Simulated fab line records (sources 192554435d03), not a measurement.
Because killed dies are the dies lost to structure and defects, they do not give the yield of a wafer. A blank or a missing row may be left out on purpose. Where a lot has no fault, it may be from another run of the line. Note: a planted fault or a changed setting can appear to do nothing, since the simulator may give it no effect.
A struck lot beside a sound one	flow n5-finfet	15 steps out of a route of 1938
Sound: the wafers L471.2, L471.4, L471.5. Struck: wafers L477.2, L477.4. (L477.6 of the same lot was not struck and is left out.) The cause comes at the end.
Per side, at each step with rows, come the tool, then ch with its chambers, and then its first start. Under that, the readings that differ: sound wafers	struck wafers	difference of the means	sigmas: that difference in standard deviations of wafers without a fault.
alike: readings with means less than 2 such deviations apart, plus words and numbers identical on both sides. not compared: withheld readings, readings lacking a value on some wafer, bounds such as >300 that could conceal the same value, and numbers that have no deviation in the record and whose values overlap.
Wherever a step has rows on one side only, a row that says differs or no value, or a row with sigmas, the two part there. Non-overlapping numbers with no deviation appear without sigmas and do not part them. Lack of a reading on every wafer of one side parts them only where that side has two or more wafers.

first, 1 step without rows for these wafers: N5_BEOL_M2_ETCH_41 (etches SiCN in CH3F/O2, target depth 29.9 nm, time 52.5 s).
N5_BEOL_M2_STRIP_97: strips in N2/H2, time 10 s.
  sound on rie-diel-02 ch 0,1,2; struck on rie-diel-02 ch 2,3
  alike: drypump-motor-current-A, oes-product-au, rf-vpp-V, showerhead-plenum-p-Torr, throttle-valve-pct
  not compared: rf-hours-counter-h
N5_BEOL_M2_OCD_MEAS_38:
  sound: ocd-02 at day 8 02:57; struck: ocd-02 at day 9 16:17
  alike: trench-depth-nm
then, 4 steps without rows for these wafers: N5_BEOL_M2_HM_STRIP_39 (strips TiN in peroxide tin strip, target depth 25 nm, time 158 s); N5_BEOL_M2_SRD_40 (time 30 s); N5_BEOL_M2_PRECLEAN_42 (cleans in residue remover, time 60 s); N5_BEOL_M2_SRD_43 (time 30 s).
N5_BEOL_M2_CD_MEAS_35: target cd 18 nm, target cd y 22.2 nm.
  sound: cd-sem-01 at day 8 03:07; struck: cd-sem-03 at day 9 16:27
  alike: cd-nm
N5_BEOL_M2_DEGAS_44: time 60 s.
  sound: pvd-sputter-01 at day 8 03:36; struck: pvd-sputter-01 at day 9 16:31
  alike: heater-power-w
N5_BEOL_M2_PRE_CLEAN_45: time 30 s.
  sound: pvd-sputter-01 at day 8 03:38; struck: pvd-sputter-01 at day 9 16:33
  alike: heater-power-w
then, 1 step without rows for these wafers: N5_BEOL_M2_ALD_84 (deposits TaN, pulse time 2 s, purge time 3 s, co reactant purge time 2 s).
N5_BEOL_M2_SURFACE_TREAT_85:
  sound: pvd-sputter-01 at day 8 04:00; struck: pvd-sputter-01 at day 9 16:50
  not compared: throttle-valve-pct
N5_BEOL_M2_CVD_47: deposits Co from CCTBA/H2, target thk 3 nm, time 223.8 s.
  sound on cvd-co-02 ch 0,1,2, day 8 04:17; struck on cvd-co-02 ch 2, day 9 16:54
reading	sound	struck	difference	sigmas
run-length-s (s)	246.6 247.2 247.5	339.4 339.5	+92.3	+99 or more
N5_BEOL_M2_SPUTTER_48: material Cu, target thk 4.5 nm, time 8.29 s.
  sound: pvd-sputter-02 at day 8 05:52; struck: pvd-sputter-01 at day 9 17:04
  alike: chuck-sensor-temp-C, throttle-valve-pct
-- the record jumps here: 2 days lie between the struck wafers' starts before and after (it left off in module BEOL_M2 and takes up again in module BEOL_M4, whose first step shown is number 1111 of the route) --
N5_BEOL_M4_RC_MEAS_101:
  sound on prober-01 ch 0, day 9 08:39; struck on prober-02 ch 0, day 11 20:17
reading	sound	struck	difference	sigmas
DIBL_N (mV/V)	33.3 36.5 32.1	40.1 38.7	+5.4	+3
SS_N (mV/dec)	70.4 71.0 70.0	71.9 72.5	+1.7	+3
  alike: DIBL_P, IOFF_N, IOFF_P, ION_N, ION_P, SS_P, VT_N, VT_P

## WHERE THEY PART
Last at N5_BEOL_M4_RC_MEAS_101 as far as this record goes, first at N5_BEOL_M2_CVD_47.

WHY: the cause the simulator had injected
cvd-co-02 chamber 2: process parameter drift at N5_BEOL_M2_CVD_47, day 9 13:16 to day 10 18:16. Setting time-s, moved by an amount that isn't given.
